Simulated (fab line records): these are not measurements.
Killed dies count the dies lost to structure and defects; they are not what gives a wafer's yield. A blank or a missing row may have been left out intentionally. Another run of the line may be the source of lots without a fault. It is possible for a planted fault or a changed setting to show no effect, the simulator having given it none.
Split-lot trial ; flow n5Finfet ; 7 lots, 21 wafers read, on a route of 1938 steps

THE SPLIT ITSELF
At N5_BEOL_M0_SAQP_EXPOSE_37 (exposes mask M0 CUT1, target cd 30 nm), the setting doseMj was moved away from the recipe's 44.75 on 7 of the 21 wafers read, by -2.1% to +6.8%. All remaining wafers had this setting at the recipe value.

FROM THE SPLIT TO THE READING: what the file shows between them, 2 steps
- N5_BEOL_M0_SAQP_PEB_38: peb time 60 s
- N5_BEOL_M0_SAQP_DEVELOP_39: develop time 30 s

THE READING
At N5_BEOL_M0_SAQP_CD_MEAS_40: cdNm in nanometres, against a target cd of 30 nm. Typical for fault-free wafers on this fab line: 30.05 nm, with standard deviation 0.25 nm.

wafer;tool, chamber at the split;doseMj as run;against the recipe;cdNm, nm;against lot-mates on the recipe
L076.1;euvScanner-02, 0;44.75;recipe;30.17;-
L076.3;euvScanner-02, 0;43.83;-2.1%;29.26;-0.91
L076.4;euvScanner-02, 0;43.83;-2.1%;29.81;-0.36
L079.2;euvScanner-02, 0;44.75;recipe;29.96;-
L079.4;euvScanner-02, 0;44.75;recipe;29.83;-
L079.6;euvScanner-02, 0;47.78;+6.8%;31.49;+1.59
L080.4;euvScanner-02, 0;46.34;+3.6%;31.13;+1.08
L080.5;euvScanner-02, 0;44.75;recipe;30.05;-
L080.6;euvScanner-02, 0;46.34;+3.6%;30.86;+0.81
L081.1;euvScanner-02, 0;44.75;recipe;30.36;-
L081.3;euvScanner-02, 0;46.38;+3.6%;30.74;+0.40
L081.6;euvScanner-02, 0;44.75;recipe;30.32;-
L089.1;euvScanner-02, 0;44.75;recipe;29.75;-
L089.4;euvScanner-02, 0;47.29;+5.7%;30.48;+0.55
L089.5;euvScanner-02, 0;44.75;recipe;30.10;-
L093.1;euvScanner-01, 0;44.75;recipe;29.94;-
L093.2;euvScanner-01, 0;44.75;recipe;30.19;-
L093.5;euvScanner-01, 0;44.75;recipe;29.73;-
L094.1;euvScanner-01, 0;44.75;recipe;29.88;-
L094.2;euvScanner-01, 0;44.75;recipe;29.96;-
L094.4;euvScanner-01, 0;44.75;recipe;29.83;-

FIT RESULTS
A straight line over all 21 wafers: cdNm changes by +0.195 nm for each +1% of doseMj; r = +0.87; the points scatter about the line by 0.26 nm.
The same after taking each lot's own level away (the mean of its wafers on the recipe; 21 wafers): +0.203 nm for each +1%; r = +0.90; scatter 0.24 nm.
That fit puts the effect of the largest move of doseMj on the reading at 1.4 nm.
Measured against the standard deviation above, the lots' own levels, which go from 29.890 to 30.340 nm, span 1.8 times it.
So the lot-to-lot level changes the slope little: the two slopes agree.
Check: +1.19 nm against its lot-mates is what the line predicts for one of the wafers moved furthest among these (+6.8%) when that wafer is left out of the fit. It came out at +1.59 nm against them.

THE WHOLE CHAIN: every reading that the file lists as answering this split, in the file's order
step;what it does;reading;change (the file's fit);r (the file's)
N5_BEOL_M0_SAQP_CD_MEAS_40;target cd 30 nm;cdNm;+0.185 nm for each +1% of the setting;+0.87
N5_BEOL_M0_SAQP_DESCUM_45;chemistry O2, time 7 s;BEOL_M0_SAQP.cdNm (the simulator's own value, which no gauge read);+0.217 nm for each +1% of the setting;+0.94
N5_BEOL_M0_SAQP_ETCH_73;etches SiARC in CF4, target depth 19.5 nm, time 32.5 s;BEOL_M0_SAQP.cdNm (the simulator's own value, which no gauge read);+0.207 nm for each +1% of the setting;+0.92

FILE'S OWN FIT
cdNm changes by +0.185 nm for each +1% of doseMj, r = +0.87.
